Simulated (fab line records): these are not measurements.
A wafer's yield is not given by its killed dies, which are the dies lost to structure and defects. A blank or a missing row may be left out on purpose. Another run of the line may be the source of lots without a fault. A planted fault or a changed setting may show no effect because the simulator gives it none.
Which tool was responsible? -- flow n5-finfet -- 9 lots with 26 wafers sampled at 4 steps, on a route of 1938 steps

WHAT THE GAUGES SHOWED, per wafer
N5_BEOL_M15_THK_MEAS_50: measures by xrf.
lot,measured,on,M15_THK (nm)
L232,day 12 03:58,film-metro-01,850 847 842
L235,day 12 04:55,film-metro-01,846 835 835
L237,day 12 17:27,film-metro-01,870 854 865
L248,day 15 17:17,film-metro-01,455 447 853
L250,day 16 08:38,film-metro-01,818 846 836
L252,day 16 19:12,film-metro-02,837 862 848
L254,day 16 20:45,film-metro-02,836 852
L253,day 16 17:50,film-metro-02,842 859 860
L255,day 17 02:03,film-metro-01,861 844 842

EACH LOT AND THE TOOL THAT RAN IT (in order: tool; ch and the chambers of the sampled wafers; start)
lot,N5_BEOL_M15_ETCH_61,N5_BEOL_M15_TRENCH_ETCH_34,N5_BEOL_M15_STRIP_37
L232,"rie-diel-04 ch 2,3, day 11 22:24","rie-diel-04 ch 2,3, day 11 22:27","rie-diel-02 ch 0,1, day 12 03:58 or earlier"
L235,"rie-diel-04 ch 0,3, day 12 00:56","rie-diel-04 ch 0,3, day 12 00:59","rie-diel-04 ch 0,1,3, day 12 04:55 or earlier"
L237,"rie-diel-02 ch 0,1,3, day 12 13:25","rie-diel-02 ch 0,1,3, day 12 13:28","rie-diel-04 ch 0,2,3, day 12 17:27 or earlier"
L248,"rie-diel-04 ch 0,1,2, day 15 13:41","rie-diel-04 ch 0,1,2, day 15 13:45","rie-diel-06 ch 0,1,3, day 15 17:17 or earlier"
L250,"rie-diel-06 ch 0,1,3, day 16 06:28","rie-diel-06 ch 0,1,3, day 16 06:31","rie-diel-02 ch 0,3, day 16 08:38 or earlier"
L252,"rie-diel-02 ch 0,2,3, day 16 17:04","rie-diel-02 ch 0,2,3, day 16 17:07","rie-diel-02 ch 0,3, day 16 19:12 or earlier"
L254,"rie-diel-06 ch 1,3, day 16 17:37","rie-diel-06 ch 1,3, day 16 17:40","rie-diel-06 ch 1,2, day 16 20:45 or earlier"
L253,"rie-diel-06 ch 1,2, day 16 15:37","rie-diel-06 ch 1,2, day 16 15:40","rie-diel-04 ch 0,2,3, day 16 17:50 or earlier"
L255,"rie-diel-02 ch 0,1,2, day 17 00:10","rie-diel-02 ch 0,1,2, day 17 00:13","rie-diel-04 ch 1,2,3, day 17 02:03 or earlier"
- N5_BEOL_M15_ETCH_61: etches BARC in N2/H2, target depth 89 nm, overetch 26.7 nm, time 67.9 s.
- N5_BEOL_M15_TRENCH_ETCH_34: etches SiO2 in C4F8/O2/Ar, target depth 872.93 nm, time 199 s.
- N5_BEOL_M15_STRIP_37: strips in O2.

THE ANSWER, worked out from the rows above alone
Rule: the lots themselves supply what counts as usual. The widest of any qualifying gaps counts: lots, ordered by their means at a reading, are off when they make up no more than a third of the lots, leave a main group of 4 or more, and stand apart from it by 3 or more times the standard deviation of that group's means. Not used: any main group whose means are identical at the precision the tables above print for the reading. Also off: a lot with no number at a reading for which 4 or more lots have one. Any other lot the step has rows for is counted as sound.
Off: L248, seen at N5_BEOL_M15_THK_MEAS_50 (M15_THK). Mean 847 nm and standard deviation 8.5 in the main group.
A tool fits if, at a process step before that reading, it ran every lot that is off, and no sound lot after the first of them. Those tools and the gauges at N5_BEOL_M15_THK_MEAS_50 are tried in the same way. N5_BEOL_M15_STRIP_37 gives no start for some lots, so the hours and the order of its lots are those of N5_BEOL_M15_THK_MEAS_50. One candidate fits, namely rie-diel-04 at N5_BEOL_M15_ETCH_61 and N5_BEOL_M15_TRENCH_ETCH_34. At N5_BEOL_M15_ETCH_61 its last sound lot is L235 (day 12 00:56), its first lot that is off L248 (day 15 13:41): a fault that began between those two fits.

WHAT THE SIMULATOR HAD INSERTED
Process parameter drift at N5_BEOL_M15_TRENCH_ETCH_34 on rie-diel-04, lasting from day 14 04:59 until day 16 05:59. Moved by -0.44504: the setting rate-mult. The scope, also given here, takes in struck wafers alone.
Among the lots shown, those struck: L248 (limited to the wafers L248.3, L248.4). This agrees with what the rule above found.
